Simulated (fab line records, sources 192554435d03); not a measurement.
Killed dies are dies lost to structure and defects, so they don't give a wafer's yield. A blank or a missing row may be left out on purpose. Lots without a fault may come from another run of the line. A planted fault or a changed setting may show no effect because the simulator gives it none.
fab line records | flow n5_finfet
record lots=5 wafers=15 last_day=16
route steps=1938 shown STI_FIN_REVEAL@209 DUMMY_GATE@212 ILD0@338
lots that met no fault: from a run of the same line without faults
start_h: hours from the record's first day to the start of the lot's first wafer shown | wait_h: hours since the lot's step before | " the same as in the row above | L1.1+2: a row that stands for several wafers | - no value, or no start given | * or withheld: withheld | < > ~ a bound
route shown NAME@n: a module of which the file shows steps, and the number in the route of the first | usual: mean/standard deviation of fault-free wafers | same: alike in all rows | chamber/n: place in a boat | sites: the reading at each site | _std_site: their standard deviation | _edge_site: outer sites' mean less inner sites' | radius_mm: how far each site lies from the wafer's centre | mask NAME#n: copy n | behind: the tool/chamber that last shaped the wafer | hold: why the lot was held/for how many hours/how that ended | device: the transistor (n, p or np) that didn't switch | end of line: the same wafers' tests at the end of the route | a step without rows: its recipe alone | killed: dies lost to structure and defects at the first sort, not the wafer's yield | map: a wafer's dies, x killed, . not, _ none there
set.NAME: the setting as run; set.NAME@STEP: as run at that earlier step | model.NAME: the simulator's own value behind a step, which no gauge read
lots at some steps of the route; a table a step, a row a wafer
services: from which hour (start_h, from the record's first day; less than 0 if before it) a tool's chamber was out of use, for how many hours, and why
## steps
# step N5_STI_FIN_REVEAL_PRECLEAN_18
# recipe chemistry=SC2 time_s=45 temp_c=35 mix=1:1:50
# step N5_STI_FIN_REVEAL_SRD_28
# recipe dry=ipa_marangoni time_s=30 temp_c=23 rinse_liquid=diw
# step N5_DUMMY_GATE_PRECLEAN_00
# recipe chemistry=O3/DIW time_s=60 temp_c=22 o3_ppm=10
# step N5_DUMMY_GATE_SRD_01
# recipe time_s=30 temp_c=23 rinse_liquid=diw dry=ipa_marangoni
# step N5_DUMMY_GATE_ALD_02
# recipe material=SiO2 target_thk_a=20 temp_c=300 ald_precursor_family=BDEAS ald_co_reactant=O2-plasma pulse_time_s=1 pressure_torr=2
# step N5_DUMMY_GATE_CVD_03
# recipe material=a-Si target_thk_a=1500 temp_c=530 precursor=SiH4 time_s=8042
# step N5_DUMMY_GATE_PRECLEAN_46
# recipe chemistry=DIW time_s=89.5 temp_c=23
# step N5_DUMMY_GATE_SRD_47
# recipe dry_time_s=32 dry=n2_spin spin_rpm=1500
# step N5_DUMMY_GATE_CMP_04
# recipe material=a-Si post_cmp_clean=alkaline_brush
# step N5_DUMMY_GATE_HM_DEP_06
# recipe material=SiNx target_thk_a=800 precursor=DCS/NH3 temp_c=700 pressure_mtorr=300 time_s=5141
# columns lot.wafer tool chamber start_h wait_h model.SiNx_of_DUMMY_GATE_HM_DEP_06.thk_nm
L883.3 lpcvd-02 0/50 63.18 0.0 79.4
L883.4+6 " 0/54,0/64 " " 80
L885.1+6 lpcvd-02 0/15,0/39 78.02 0.0 73.4
L885.2 " 0/20 " " 74
L886.1+3+4 lpcvd-02 1/15,1/25,1/29 82.58 0.0 73.6
L888.2 lpcvd-02 1/70 91.15 0.0 74.4
L888.4 " 1/79 " " 73.8
L888.6 " 1/89 " " 74.6
L897.4 lpcvd-01 0/54 149.89 3.3 78.6
L897.5 " 0/59 " " 80
L897.6 " 0/64 " " 79.4
# step N5_DUMMY_GATE_PECVD_30
# recipe material=SiO2 target_thk_a=550 temp_c=400 precursor=TEOS/O2 pressure_torr=6.5 rf_w=withheld teos_flow_sccm=withheld gas=O2 flow_sccm=2650 time_s=10.8
# step N5_DUMMY_GATE_COAT_34
# recipe resist=SOC temp_c=250 time_s=60 spin_rpm=1500 resist_thk_nm=60
# step N5_DUMMY_GATE_COAT_35
# recipe resist=SiARC temp_c=220 time_s=60 spin_rpm=1500 resist_thk_nm=10
# step N5_DUMMY_GATE_COAT_28
# recipe resist=underlayer temp_c=205 time_s=60 spin_rpm=1500 resist_thk_nm=10
# step N5_DUMMY_GATE_COAT_09
# recipe resist=CAR-EUV spin_rpm=1500 resist_thk_nm=30
# step N5_DUMMY_GATE_EBR_11
# recipe solvent=PGMEA ebr_width_mm=1.5
# step N5_DUMMY_GATE_SOFTBAKE_10
# recipe temp_c=110 time_s=60 resist=CAR-EUV
# step N5_DUMMY_GATE_EXPOSE_12
# recipe mask_id=GATE na=0.33 source_shape=annular sigma_inner=0.2 sigma_outer=0.6 polarization=unpolarized target_cd_nm=25 dose_mj=34
# step N5_DUMMY_GATE_PEB_13
# recipe peb_temp_c=100 peb_time_s=60 resist=CAR-EUV
# step N5_DUMMY_GATE_DEVELOP_14
# recipe develop_time_s=30 developer=TMAH resist=CAR-EUV rinse_liquid=surfactant_rinse dry=air_spin dev_temp_c=23
# step N5_DUMMY_GATE_DESCUM_20
# recipe chemistry=O2 time_s=6.2 source_power_w=50 bias_power_w=20 pressure_mtorr=20 rf_frequency_hz=2.712e+07 temp_c=40 resist=CAR-EUV o2_flow_sccm=225
# step N5_DUMMY_GATE_ETCH_29
# recipe chemistry=N2/H2 target=underlayer target_depth_a=130 ion_energy_ev=200 pressure_mtorr=30 source_w=840 bias_w=150 n2_flow_sccm=200 h2_flow_sccm=200
# step N5_DUMMY_GATE_ETCH_36
# recipe chemistry=CF4 target=SiARC target_depth_a=130 pressure_mtorr=40 source_w=545 bias_w=36 Ar_flow_sccm=100 cf4_flow_sccm=100 ion_energy_ev=80
# step N5_DUMMY_GATE_ETCH_37
# recipe chemistry=N2/H2 target=SOC target_depth_a=600 overetch_a=300 temp_c=40 ion_energy_ev=200 pressure_mtorr=30 source_w=840 bias_w=150 n2_flow_sccm=200 h2_flow_sccm=200
# step N5_DUMMY_GATE_STRIP_38
# recipe chemistry=N2/H2 temp_c=40 n2_flow_sccm=200 h2_flow_sccm=200 rf_frequency_hz=6e+07
# step N5_DUMMY_GATE_STRIP_39
# recipe chemistry=N2/H2 temp_c=40 n2_flow_sccm=200 h2_flow_sccm=200 rf_frequency_hz=6e+07
# step N5_DUMMY_GATE_TRIM_49
# recipe chemistry=O2 resist=SOC time_s=29 target_cd_nm=14 source_power_w=300 bias_power_w=0 O2_flow_sccm=100 temp_c=20
# step N5_DUMMY_GATE_STRIP_40
# recipe chemistry=CF4 resist=SiARC power_w=300 bias_power_w=75 pressure_mtorr=50 cf4_flow_sccm=150 rf_frequency_hz=6e+07
# step N5_DUMMY_GATE_ETCH_31
# recipe chemistry=C4F6/O2 target=SiO2 mask_material=SOC target_depth_a=825 time_s=27.5 ion_energy_ev=250 pressure_mtorr=30 source_w=345 bias_w=185 Ar_flow_sccm=300 C4F6_flow_sccm=10 O2_flow_sccm=10
# step N5_DUMMY_GATE_STRIP_41
# recipe chemistry=O2 power_w=400 temp_c=40 pressure_mtorr=30 rf_frequency_hz=6e+07 bias_power_w=0 overash_fraction=0.3 o2_flow_sccm=225
# step N5_DUMMY_GATE_HM_OPEN_21
# recipe chemistry=CH3F/O2 target=SiNx target_depth_a=1200 Ar_flow_sccm=150 CH3F_flow_sccm=30 O2_flow_sccm=23 time_s=171.4 pressure_mtorr=30 source_w=395 bias_w=73 ion_energy_ev=120.7
# step N5_DUMMY_GATE_ETCH_32
# recipe chemistry=CF4 target=SiO2 target_depth_a=35 time_s=3.9 ion_energy_ev=350 pressure_mtorr=10 icp_w=800 bias_w=400 cf4_flow_sccm=80
# step N5_DUMMY_GATE_ETCH_23
# recipe chemistry=HBr/Cl2/O2 HBr_flow_sccm=150 Cl2_flow_sccm=80 O2_flow_sccm=12 bias_w=102 target_depth_a=410 time_s=22.3 target=poly-Si mask_material=SiO2 pressure_mtorr=10 icp_w=800
# step N5_DUMMY_GATE_ETCH_44
# recipe chemistry=HBr/O2 over_etch_frac=0.7 target_depth_a=1275 stop_on=SiO2 ion_energy_ev=60 bias_w=20 target=poly-Si mask_material=SiO2 pressure_mtorr=20 icp_w=400 HBr_flow_sccm=120 O2_flow_sccm=10
# step N5_ILD0_CMP_03
# recipe stop_on=SiNx t_overpolish_s=1.9 post_cmp_clean=alkaline_brush down_force_psi=4.1491 platen_rpm=51.796 pad_velocity_m_s=1.0306 target_thk_nm=197.38
# usual edge_zone_pressure_frac=1.001/0.0049 motor_current_A=11.4/1.3 overpolish_run_s=1.900/0.0091 platen_rpm=51.80/0.032 time_to_endpoint_s=71/3.8
# columns lot.wafer tool chamber start_h wait_h edge_zone_pressure_frac motor_current_A overpolish_run_s platen_rpm time_to_endpoint_s model.SiNx_of_DUMMY_GATE_HM_DEP_06.thk_nm
L883.4 cmp-02 2 81.35 0.1 0.998 12.0 1.916 51.75 73 76.8
L883.3 " 3 " " 1.001 11.0 1.889 51.79 66 76.4
L883.6 " 2 " " 1.001 12.2 1.915 51.84 75 77
L885.1 cmp-02 3 100.24 0.1 1.003 11.3 1.891 51.78 68 70.4
L885.2 " 0 " " 1.006 9.4 1.884 51.85 70 70.8
L885.6 " 3 " " 1.008 10.8 1.897 51.74 65 70.4
L886.4 cmp-02 3 100.99 0.0 0.993 12.0 1.896 51.85 68 70.6
L886.1 " 1 " " 0.997 12.3 1.889 51.79 65 70.6
L886.3 " 2 " " 1.005 12.3 1.892 51.77 71 70.4
L888.4 cmp-04 0 110.48 0.0 1.002 11.2 1.903 51.84 66 70.8
L888.2 " 3 " " 0.998 13.3 1.906 51.82 68 71.4
L888.6 " 0 " " 1.001 11.4 1.906 51.85 67 71.4
L897.4 cmp-04 1 169.79 0.2 1.004 10.3 1.884 51.81 75 75.6
L897.6 " 2 " " 1.001 10.9 1.886 51.81 76 76.4
L897.5 " 3 " " 0.998 13.5 1.894 51.82 70 77
## services
# columns tool chamber start_h hours kind
lpcvd-02 - 39.99 1.2 repair
cmp-04 - 47.20 4.0 pm
cmp-02 - 47.93 1.9 repair
cmp-04 - 51.20 - consumable_replace:conditioner
cmp-04 - 51.20 - consumable_replace:pad
cmp-04 - 54.96 2.1 repair
lpcvd-01 - 59.04 4.3 pm
cmp-04 - 61.43 2.6 repair
cmp-02 - 68.68 2.2 repair
cmp-04 - 76.95 21.0 repair
cmp-04 - 97.98 3.6 pm
lpcvd-01 - 136.54 9.7 repair
## key
first_sign none at tools or gauges
model_effect step=N5_DUMMY_GATE_HM_DEP_06 value=SiNx_of_DUMMY_GATE_HM_DEP_06.thk_nm without=80.27 struck=73.82
model_effect step=N5_ILD0_CMP_03 value=SiNx_of_DUMMY_GATE_HM_DEP_06.thk_nm without=77.22 struck=70.76
met_at N5_DUMMY_GATE_HM_DEP_06
struck_wafers L885.1,L885.2,L885.6,L886.1,L886.3,L886.4,L888.2,L888.4,L888.6
rows_end L888.2,L888.4,L888.6
fault kind=process_parameter_drift tool=lpcvd-02 chamber=- onset_h=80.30 steps=N5_DUMMY_GATE_HM_DEP_06 channel=time_s offset=* shape=step acts_in=* stated=*
# rows_end: these wafers met a further fault down the route, and their rows from its step on are left out
